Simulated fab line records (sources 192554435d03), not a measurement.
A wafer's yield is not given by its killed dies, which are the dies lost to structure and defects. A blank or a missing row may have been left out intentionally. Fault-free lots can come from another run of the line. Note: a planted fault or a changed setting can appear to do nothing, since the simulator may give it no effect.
Matching of chambers ; flow n5_finfet ; 4 sister chambers for N5_ZERO_LAYER_ETCH_17 on rie_diel-05
The step etches SiO2 in CF4, target depth 12 nm, time 13.3 s. 14 wafers are shown with their chamber, then 7 later ones without.

EACH WAFER AND ITS CHAMBER
wafer;chamber;showerhead_plenum_p_Torr (Torr);rf_vpp_V (V);throttle_valve_pct (%)
L074.1;3;2.08;944;15.75
L074.4;1;2.14;948;15.68
L074.6;2;2.29;957;15.61
L075.1;0;2.13;949;15.99
L075.2;2;2.29;957;15.61
L075.4;3;2.07;944;15.75
L079.1;1;2.13;948;15.70
L079.2;0;2.13;949;16.02
L079.3;2;2.28;957;15.64
L079.4;3;2.07;944;15.75
L079.5;1;2.13;947;15.69
L079.6;0;2.13;947;16.01
L088.3;3;2.07;944;15.79
L088.4;0;2.12;948;16.03

SIGNATURES, as means of the wafers listed above
reading;chamber 0;chamber 1;chamber 2;chamber 3;scatter within a chamber
showerhead_plenum_p_Torr;2.1275;2.1333;2.2867;2.0725;0.00532
rf_vpp_V;948.25;947.67;957.00;944.00;0.585
throttle_valve_pct;16.0125;15.6900;15.6200;15.7600;0.017
Rule: a wafer's distance from a chamber is the root of the sum, over the readings, of the square of ((its reading less the chamber's mean) divided by the reading's scatter). The wafer belongs to the nearest chamber; if the next one is less than 2 further off, it can't be placed. The scatter is the square root of a quotient: the sum, over the shown wafers, of each reading's squared deviation from its chamber's mean, divided by wafers minus chambers.

WAFERS MISSING THEIR CHAMBER
wafer;showerhead_plenum_p_Torr (Torr);rf_vpp_V (V);throttle_valve_pct (%)
L088.6;2.13;948;15.73
L095.1;2.12;947;15.75
L095.2;2.12;947;16.09
L095.3;2.06;946;15.82
L095.4;2.27;955;15.69
L095.5;2.12;947;16.08
L095.6;2.12;947;15.75

EACH ONE'S CHAMBER
wafer;from the rows above;in truth
L088.6;1;1
L095.1;1;1
L095.2;0;0
L095.3;3;3
L095.4;2;2
L095.5;0;0
L095.6;1;1
Placed correctly: 7 of 7. Can't be placed from these rows: 0. Wrongly placed: 0.
